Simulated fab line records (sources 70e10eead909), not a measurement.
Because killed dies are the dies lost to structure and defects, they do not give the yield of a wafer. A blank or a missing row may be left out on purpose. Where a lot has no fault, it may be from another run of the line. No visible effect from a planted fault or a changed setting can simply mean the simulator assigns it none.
fab line records	flow nand_harc
record: lots: 12	wafers: 34	last_day: 34
route steps=1302 shown A_CONTACT@1041
lots that met no fault: from a run of the same line without faults
start_h: hours from the record's opening day to when the first of the lot's shown wafers began	wait_h: how many hours have passed since the lot's step before this one	" repeats the value in the row above	L1.1+2: a row that stands for several wafers	- either no value or no given start	* or withheld: withheld	< > ~ a bound
route shown NAME@n: names a module that has steps shown in the file, with the first one's number in the route	usual: mean and standard deviation over wafers with no fault	same: alike in all rows	chamber/n: place in a boat	sites: per-site readings	_std_site: the standard deviation of these	_edge_site: inner sites' mean taken away from outer sites' mean	radius_mm: for every site, how far away it sits from the centre of the wafer	mask NAME#n: copy n	behind: tool/chamber where the wafer was last shaped	hold: why the lot was held/for how many hours/how that ended	device: which transistor (n, p or np) failed to switch	end of line: tests run on the same wafers once the route is complete	for a step that has no rows: nothing shown but its recipe	killed: count of dies lost to structure and defects at first sort (not the wafer's yield)	map: per-die view of a wafer (x killed, . not killed, _ where there is no die)
set.NAME: the setting the step ran with; set.NAME@STEP: the setting that earlier step ran with	model.NAME: the simulator's own value behind a step, which no gauge read
the route's steps for a sample of lots (tables are steps, rows are wafers)
services: the hour from which a tool's chamber was out of use, counted from the record's first day as start_h (under 0 if before that day), plus the number of hours and why
== steps ==
step: NHARC_A_CONTACT_INSPECT_71
usual: raw_defect_count: 90/31
lot.wafer	tool	chamber	start_h	wait_h	raw_defect_count
L297.2	defect_inspect-02	-	515.78	0.0	103
L297.3	"	-	"	"	100
L297.6	"	-	"	"	112
L298.1	defect_inspect-01	-	516.23	0.0	79
L298.5	"	-	"	"	66
L298.6	"	-	"	"	71
L300.3	defect_inspect-01	-	533.59	0.0	65
L300.5	"	-	"	"	53
L300.6	"	-	"	"	57
L299.3	defect_inspect-01	-	533.94	0.0	106
L299.4	"	-	"	"	112
L299.5	"	-	"	"	112
L301.1	defect_inspect-02	-	534.48	0.0	118
L301.5	"	-	"	"	103
L301.6	"	-	"	"	133
L302.1	defect_inspect-02	-	575.18	0.0	100
L302.4	"	-	"	"	114
L302.5	"	-	"	"	106
L306.1	defect_inspect-01	-	592.48	0.0	123
L306.6	"	-	"	"	137
L305.1	defect_inspect-02	-	600.95	0.0	17
L305.2	"	-	"	"	14
L314.2	defect_inspect-01	-	679.25	0.0	68
L314.5	"	-	"	"	89
L314.6	"	-	"	"	71
L315.1	defect_inspect-02	-	696.32	0.0	134
L315.4	"	-	"	"	120
L315.5	"	-	"	"	110
L318.4	defect_inspect-02	-	727.17	0.0	125
L318.5	"	-	"	"	138
L318.6	"	-	"	"	138
L319.1	defect_inspect-01	-	749.69	0.0	58
L319.2	"	-	"	"	65
L319.4	"	-	"	"	56
step: NHARC_A_CONTACT_DESCUM_74
recipe: time_s: 3	o2_flow_sccm: 200	ar_flow_sccm: 0	bias_power_w: 0	chemistry: O2
usual: drypump_motor_current_A: 5.7/0.48	oes_product_au: 1.002/0.0081	rf_vpp_V: 57.9/0.88	showerhead_plenum_p_Torr: 1.93/0.074	throttle_valve_pct: 11.311/0.0086
lot.wafer	tool	chamber	start_h	wait_h	drypump_motor_current_A	oes_product_au	rf_hours_counter_h	rf_vpp_V	showerhead_plenum_p_Torr	throttle_valve_pct
L297.3	rie_diel-03	3	515.85	0.1	6.1	1.014	15	58.5	1.96	11.301
L297.2	"	0	"	"	6.2	0.979	12	57.6	2.05	11.298
L297.6	"	2	"	"	6.8	0.992	-	57.1	1.95	11.308
L298.1	rie_diel-11	0	516.32	0.1	4.9	0.996	11	56.6	1.85	11.298
L298.5	"	1	"	"	5.7	0.991	-	59.2	1.98	11.299
L298.6	"	2	"	"	5.8	1.003	-	56.6	1.87	11.317
L300.3	rie_diel-11	3	533.76	0.2	5.8	1.004	15	57.8	2.01	11.305
L300.5	"	2	"	"	5.9	1.019	-	57.8	1.86	11.310
L300.6	"	3	"	"	5.8	1.012	-	57.9	2.01	11.322
L299.4	rie_diel-11	1	534.15	0.2	5.7	1.003	16	57.5	1.97	11.310
L299.3	"	2	"	"	5.9	0.999	17	57.2	1.86	11.305
L299.5	"	0	"	"	4.9	1.004	-	57.0	1.85	11.317
L301.1	rie_diel-11	1	535.11	0.6	5.7	1.005	17	57.3	1.97	11.307
L301.5	"	1	"	"	5.7	1.007	-	57.8	1.97	11.328
L301.6	"	2	"	"	5.8	1.012	-	56.8	1.86	11.308
L302.4	rie_diel-03	2	575.24	0.1	6.9	1.001	29	58.1	1.95	11.305
L302.1	"	1	"	"	5.2	0.991	36	57.6	2.05	11.326
L302.5	"	3	"	"	6.1	1.006	-	57.6	1.96	11.314
L306.1	rie_diel-11	0	592.57	0.1	4.9	1.005	24	57.2	1.84	11.311
L306.6	"	2	"	"	5.8	1.012	-	58.3	1.86	11.317
L305.2	rie_diel-11	1	601.03	0.1	5.7	1.007	28	58.2	1.97	11.310
L305.1	"	2	"	"	5.8	1.008	28	58.2	1.86	11.306
L314.2	rie_diel-11	3	679.31	0.1	5.8	0.994	10	57.7	2.01	11.304
L314.6	"	3	"	"	5.8	0.986	-	58.7	2.00	11.307
L314.5	"	0	"	"	4.9	1.005	-	57.2	1.84	11.320
L315.4	rie_diel-11	1	696.38	0.1	5.7	0.998	14	58.0	1.97	11.319
L315.1	"	2	"	"	5.9	1.013	15	56.5	1.86	11.325
L315.5	"	2	"	"	5.9	1.004	-	58.2	1.86	11.317
L318.4	rie_diel-11	0	727.22	0.1	4.9	0.998	17	58.3	1.84	11.310
L318.5	"	0	"	"	4.9	0.991	-	58.9	1.84	11.305
L318.6	"	1	"	"	5.7	0.997	-	58.9	1.96	11.314
L319.4	rie_diel-11	3	749.76	0.1	5.8	0.993	21	58.2	2.00	11.310
L319.2	"	0	"	"	4.9	0.993	20	56.0	1.84	11.319
L319.1	"	1	"	"	5.7	1.005	22	59.2	1.96	11.309
step: NHARC_A_CONTACT_ETCH_77
recipe: target_depth_a: 1089	time_s: 54.5	cf4_flow_sccm: 100	chf3_flow_sccm: 30	ar_flow_sccm: 0	rf_w: 500	bias_w: 200	chemistry: CF4/CHF3
usual: drypump_motor_current_A: 5.8/0.44	oes_product_au: 0.948/0.022	rf_vpp_V: 371.1/2.2	showerhead_plenum_p_Torr: 1.59/0.058	throttle_valve_pct: 16.803/0.0085
lot.wafer	tool	chamber	start_h	wait_h	drypump_motor_current_A	oes_product_au	rf_hours_counter_h	rf_vpp_V	showerhead_plenum_p_Torr	throttle_valve_pct
L297.3	rie_diel-03	1	-	-	5.2	0.972	15	373.6	1.68	16.805
L297.2	"	2	"	"	6.8	0.954	7	372.3	1.60	16.797
L297.6	"	0	"	"	6.1	0.954	-	374.9	1.68	16.807
L298.1	rie_diel-11	3	-	-	5.9	0.930	11	372.8	1.65	16.798
L298.5	"	3	"	"	5.9	0.928	-	373.4	1.65	16.780
L298.6	"	0	"	"	4.9	0.929	-	369.9	1.52	16.809
L300.3	rie_diel-11	3	-	-	5.8	0.925	16	372.8	1.65	16.801
L300.5	"	2	"	"	5.8	0.943	-	369.9	1.54	16.796
L300.6	"	3	"	"	5.8	0.932	-	373.2	1.65	16.803
L299.4	rie_diel-11	3	-	-	5.8	0.974	17	371.7	1.65	16.811
L299.3	"	0	"	"	4.9	0.969	16	371.1	1.52	16.796
L299.5	"	3	"	"	5.8	0.976	-	374.6	1.65	16.800
L301.1	rie_diel-11	1	-	-	5.7	0.947	18	371.8	1.62	16.825
L301.6	"	1	"	"	5.7	0.965	-	371.9	1.62	16.787
L301.5	"	2	"	"	5.8	0.965	-	369.1	1.53	16.814
L302.4	rie_diel-03	2	-	-	6.8	0.952	29	372.7	1.60	16.809
L302.1	"	0	"	"	6.1	0.961	33	373.5	1.67	16.802
L302.5	"	1	"	"	5.2	0.950	-	374.8	1.68	16.796
L306.1	rie_diel-11	2	-	-	5.9	0.944	26	369.9	1.53	16.796
L306.6	"	2	"	"	5.8	0.925	-	370.0	1.53	16.810
L305.1	rie_diel-11	2	-	-	5.8	0.934	28	369.5	1.53	16.791
L305.2	"	3	"	"	5.8	0.969	25	373.9	1.65	16.778
L314.2	rie_diel-11	1	-	-	5.7	0.937	11	373.0	1.62	16.810
L314.6	"	3	"	"	5.8	0.941	-	372.8	1.64	16.810
L314.5	"	0	"	"	4.9	0.939	-	368.4	1.52	16.811
L315.4	rie_diel-11	1	-	-	5.7	0.915	15	371.1	1.61	16.798
L315.1	"	0	"	"	4.9	0.916	12	368.3	1.52	16.807
L315.5	"	2	"	"	5.8	0.928	-	369.4	1.53	16.800
L318.4	rie_diel-11	1	-	-	5.7	0.971	18	371.9	1.61	16.796
L318.6	"	1	"	"	5.7	0.959	-	371.2	1.61	16.787
L318.5	"	2	"	"	5.8	0.985	-	369.3	1.53	16.797
L319.4	rie_diel-11	2	-	-	5.8	0.938	24	368.7	1.53	16.805
L319.2	"	0	"	"	4.9	0.915	20	369.3	1.51	16.795
L319.1	"	1	"	"	5.7	0.918	22	371.3	1.61	16.805
step: NHARC_A_CONTACT_ETCH_78
recipe: target_depth_a: 53000	over_etch_frac: 0.3	time_s: 1378	ion_energy_ev: 150	o2_flow_sccm: 400	cos_flow_sccm: 20	ar_flow_sccm: 0	rf_w: 500	bias_w: 300	chemistry: O2/COS
usual: drypump_motor_current_A: 5.7/0.48	oes_product_au: 1.001/0.0092	over_etch_frac: 0.3/0	rf_vpp_V: 314.4/1.9	showerhead_plenum_p_Torr: 3.15/0.12	throttle_valve_pct: 28.330/0.0092
lot.wafer	tool	chamber	start_h	wait_h	drypump_motor_current_A	oes_product_au	over_etch_frac	rf_hours_counter_h	rf_vpp_V	showerhead_plenum_p_Torr	throttle_valve_pct
L297.3	rie_diel-03	1	516.45	-	5.2	0.984	0.3	15	318.0	3.33	28.331
L297.2	"	2	"	"	6.9	0.994	0.3	8	314.1	3.18	28.328
L297.6	"	1	"	"	5.2	0.992	0.3	-	317.5	3.33	28.334
L298.1	rie_diel-11	0	517.19	-	4.9	0.991	0.3	12	312.5	3.02	28.327
L298.6	"	1	"	"	5.7	1.003	0.3	-	315.1	3.22	28.330
L298.5	"	2	"	"	5.9	1.004	0.3	-	313.8	3.05	28.321
L300.3	rie_diel-11	3	534.53	-	5.9	0.997	0.3	16	316.7	3.27	28.329
L300.5	"	3	"	"	5.8	1.011	0.3	-	316.6	3.27	28.333
L300.6	"	0	"	"	4.9	1.009	0.3	-	312.3	3.02	28.319
L299.4	rie_diel-11	3	535.34	-	5.9	1.004	0.3	17	316.7	3.27	28.339
L299.3	"	0	"	"	4.9	1.003	0.3	17	313.0	3.02	28.321
L299.5	"	3	"	"	5.8	1.016	0.3	-	317.0	3.27	28.334
L301.1	rie_diel-11	3	536.55	-	5.8	1.005	0.3	18	317.1	3.27	28.326
L301.6	"	0	"	"	4.9	1.009	0.3	-	312.8	3.02	28.325
L301.5	"	1	"	"	5.7	1.004	0.3	-	314.5	3.22	28.345
L302.1	rie_diel-03	1	575.94	-	5.2	0.978	0.3	36	318.4	3.32	28.336
L302.4	"	2	"	"	6.9	0.997	0.3	29	315.6	3.17	28.353
L302.5	"	1	"	"	5.2	0.978	0.3	-	317.0	3.32	28.316
L306.1	rie_diel-11	1	593.53	-	5.7	1.009	0.55105	26	313.7	3.21	28.312
L306.6	"	0	"	"	5.0	1.015	0.55105	-	311.9	3.01	28.344
L305.1	rie_diel-11	3	601.62	-	5.8	1.008	0.55105	25	315.9	3.27	28.337
L305.2	"	1	"	"	5.7	1.001	0.3	28	316.1	3.21	28.343
L314.2	rie_diel-11	3	680.21	-	5.8	1.000	0.3	10	316.5	3.26	28.319
L314.6	"	0	"	"	4.9	0.997	0.3	-	312.6	3.01	28.341
L314.5	"	1	"	"	5.7	1.012	0.3	-	315.9	3.20	28.336
L315.1	rie_diel-11	2	697.22	-	5.9	0.998	0.3	15	312.0	3.03	28.321
L315.4	"	0	"	"	4.9	0.994	0.3	12	311.7	3.01	28.336
L315.5	"	2	"	"	5.9	1.000	0.3	-	313.6	3.03	28.333
L318.4	rie_diel-11	3	728.13	-	5.8	0.995	0.3	19	316.0	3.26	28.340
L318.5	"	0	"	"	4.9	1.003	0.3	-	312.8	3.00	28.345
L318.6	"	1	"	"	5.7	0.996	0.3	-	313.9	3.20	28.306
L319.2	rie_diel-11	3	750.36	-	5.8	0.987	0.3	22	315.2	3.26	28.345
L319.1	"	0	"	"	4.9	0.980	0.3	21	312.4	3.00	28.337
L319.4	"	2	"	"	5.8	0.997	0.3	24	312.6	3.03	28.329
== services ==
tool	chamber	start_h	hours	kind
rie_diel-11	0	515.97	-	clean
rie_diel-11	1	515.97	-	clean
rie_diel-11	2	515.97	-	clean
rie_diel-11	3	515.97	-	clean
rie_diel-11	0	540.47	-	clean
rie_diel-11	1	540.47	-	clean
rie_diel-11	2	540.47	-	clean
rie_diel-11	3	540.47	-	clean
rie_diel-11	0	565.00	-	clean
rie_diel-11	1	565.00	-	clean
rie_diel-11	2	565.00	-	clean
rie_diel-11	3	565.00	-	clean
rie_diel-11	0	589.50	-	clean
rie_diel-11	1	589.50	-	clean
rie_diel-11	2	589.50	-	clean
rie_diel-11	3	589.50	-	clean
rie_diel-11	3	589.56	5.1	repair
rie_diel-11	-	610.46	9.0	pm
rie_diel-11	0	610.46	9.0	vent_cycle
rie_diel-11	1	610.46	9.0	vent_cycle
rie_diel-11	3	610.46	9.0	vent_cycle
rie_diel-11	0	623.90	8.0	repair
rie_diel-03	-	637.87	9.0	pm
rie_diel-03	0	660.94	4.6	repair
== key ==
first_sign: step: NHARC_A_CONTACT_ETCH_78	reading: over_etch_frac	direction: up	sigmas: 99+	usual: 0.3	struck: 0.55105
effect none on later readings
met_at NHARC_A_CONTACT_ETCH_78
struck_lots L305,L306
struck_wafers L305.1,L306.1,L306.6
tester_left_out L305,L306
not_acting_at NHARC_A_CONTACT_INSPECT_71,NHARC_A_CONTACT_DESCUM_74,NHARC_A_CONTACT_ETCH_77
onset_between 536.55 593.53
fault: kind: process_parameter_drift	tool: rie_diel-11	chamber: -	onset_h: 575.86	steps: NHARC_A_CONTACT_ETCH_78	channel: over_etch_frac	offset: 0.25105	shape: step	end_h: 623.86	scope: struck_wafers_only	acts_in: these_recipes_only	stated: 0.3
tester_left_out: of these lots the tester's yield and bins aren't shown, on N5 and GAA mostly nor the transistor test; their killed dies are dies lost to structure and defects alone, not to doping, threshold or leakage, so they don't give the yield
